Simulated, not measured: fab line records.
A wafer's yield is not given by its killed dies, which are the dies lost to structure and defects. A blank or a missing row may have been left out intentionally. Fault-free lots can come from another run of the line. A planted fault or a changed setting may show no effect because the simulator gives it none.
Comparing a struck lot with a sound one / flow n5_finfet / 16 out of 1938 route steps
Sound: these wafers, L145.2, L145.3, L145.5. Wafers L147.1, L147.2, L147.3 were the ones struck. At the end, the cause is stated.
Each step with rows lists, per side, the tool, then ch with its chambers, then its first start. Under that, the readings that differ: sound wafers / struck wafers / difference of the means / sigmas: that difference in standard deviations of wafers without a fault.
alike: words and numbers the same on both sides, and readings whose means are apart by under 2 such deviations; not compared: readings that were withheld, readings missing a value for some wafer, numbers with overlapping values and no deviation given by the record, and bounds like >300 which may hide the same value.
The two part at a step that has a row with sigmas, a row that says differs or no value, or rows on one side only. When numbers do not overlap yet have no deviation, they are printed without sigmas and do not part them. Lack of a reading on every wafer of one side parts them only where that side has two or more wafers.

first, 1 step without rows for these wafers: N5_SD_EPI_P_STRIP_38 (strips in N2/H2).
N5_SD_EPI_P_ETCHBACK_46: etches SiNx in CH3F/O2, stops on SiO2, target depth 17.5 nm.
  sound on rie_diel-06 ch 1,2,3, day 5 15:22; struck on rie_diel-06 ch 1,2,3, day 6 13:52
  alike: bias_w, drypump_motor_current_A, oes_f_703_au, oes_product_au, rf_vpp_V, showerhead_plenum_p_Torr, throttle_valve_pct
  not compared: rf_hours_counter_h
N5_SD_EPI_P_ETCH_47: etches SiOCN in CH3F/O2, target depth 25 nm.
  sound on rie_diel-06 ch 1,2,3, day 5 15:28; struck on rie_diel-06 ch 1,2,3, day 6 13:58
  alike: bias_w, drypump_motor_current_A, oes_f_703_au, oes_product_au, rf_vpp_V, showerhead_plenum_p_Torr, throttle_valve_pct
  not compared: rf_hours_counter_h
N5_SD_EPI_P_ETCH_16: etches SiO2 in CHF3/O2, target depth 5 nm.
  sound on rie_diel-06 ch 1,2,3, day 5 15:34; struck on rie_diel-06 ch 1,2,3, day 6 14:04
  alike: bias_w, drypump_motor_current_A, oes_f_703_au, oes_product_au, rf_vpp_V, showerhead_plenum_p_Torr, throttle_valve_pct
  not compared: rf_hours_counter_h
then, 1 step without rows for these wafers: N5_SD_EPI_P_STRIP_50 (strips in CHF3/O2).
N5_SD_EPI_P_SD_RECESS_17: chemistry HBr/Cl2/O2, target depth 39.1 nm, bt time 3 s.
  sound on rie_si-01 ch 0,2, day 5 15:38; struck on rie_si-04 ch 0,2,3, day 6 14:09
  alike: bias_w, drypump_motor_current_A, he_backside_leak_sccm, oes_product_au, throttle_valve_pct
  not compared: rf_hours_counter_h
then, 1 step without rows for these wafers: N5_SD_EPI_P_WET_ETCH_45 (etches SiO2 in dHF, time 10.7 s, target depth 2 nm, rinse time 30 s).
N5_SD_EPI_P_STRIP_40: strips in N2/H2.
  sound on plasma_asher-01 ch 0,1, day 5 15:47; struck on plasma_asher-01 ch 0,1, day 6 14:26
  alike: drypump_motor_current_A, heater_power_w, oes_product_au
  not compared: rf_hours_counter_h
then, 4 steps without rows for these wafers: N5_SD_EPI_P_PRECLEAN_52 (cleans in O3/DIW, time 60 s); N5_SD_EPI_P_SRD_20 (time 30 s); N5_SD_EPI_P_PRECLEAN_51 (cleans in NF3:NH3, afs cycles 1, time 20 s, sublimation time 60 s); N5_SD_EPI_P_VAPOR_ETCH_44 (etches SiGe30 in NF3/Ar, time 3.3 s).
N5_SD_EPI_P_EPI_21: deposits SiGe:B, time 355 s.
  sound on epi_rpcvd-04 ch 0, day 5 16:40; struck on epi_rpcvd-04 ch 0, day 6 15:04
  alike: chamber_pressure_Torr
N5_SD_EPI_P_EPI_MEAS_23:
  sound on film_metro-01, day 5 18:30; struck on film_metro-01, day 6 17:59
reading=thk_nm (nm); sound=62.5 62.1 62.1; struck=55.6 54.6 54.4; difference=-7.4; sigmas=-6
then, 1 step without rows for these wafers: N5_SD_EPI_P_HM_STRIP_48 (strips SiNx in H3PO4, material SiNx, target depth 3 nm).
-- a jump in the record: the struck wafers' starts before and after are 6 days apart (it breaks off in module SD_EPI_P and resumes in module BEOL_M4, where the first step shown is number 1111 of the route) --
N5_BEOL_M4_RC_MEAS_101:
  sound on prober-01 ch 0, day 11 08:11; struck on prober-01 ch 0, day 12 08:14
  alike: DIBL_N, DIBL_P, IOFF_N, IOFF_P, ION_N, ION_P, SS_N, SS_P, VT_N, VT_P

== WHERE THEY PART ==
At N5_SD_EPI_P_EPI_MEAS_23 and nowhere else, as far as this record goes. Later steps at which nothing parts them and some readings are alike: N5_BEOL_M4_RC_MEAS_101.

WHY: what the simulator had put in
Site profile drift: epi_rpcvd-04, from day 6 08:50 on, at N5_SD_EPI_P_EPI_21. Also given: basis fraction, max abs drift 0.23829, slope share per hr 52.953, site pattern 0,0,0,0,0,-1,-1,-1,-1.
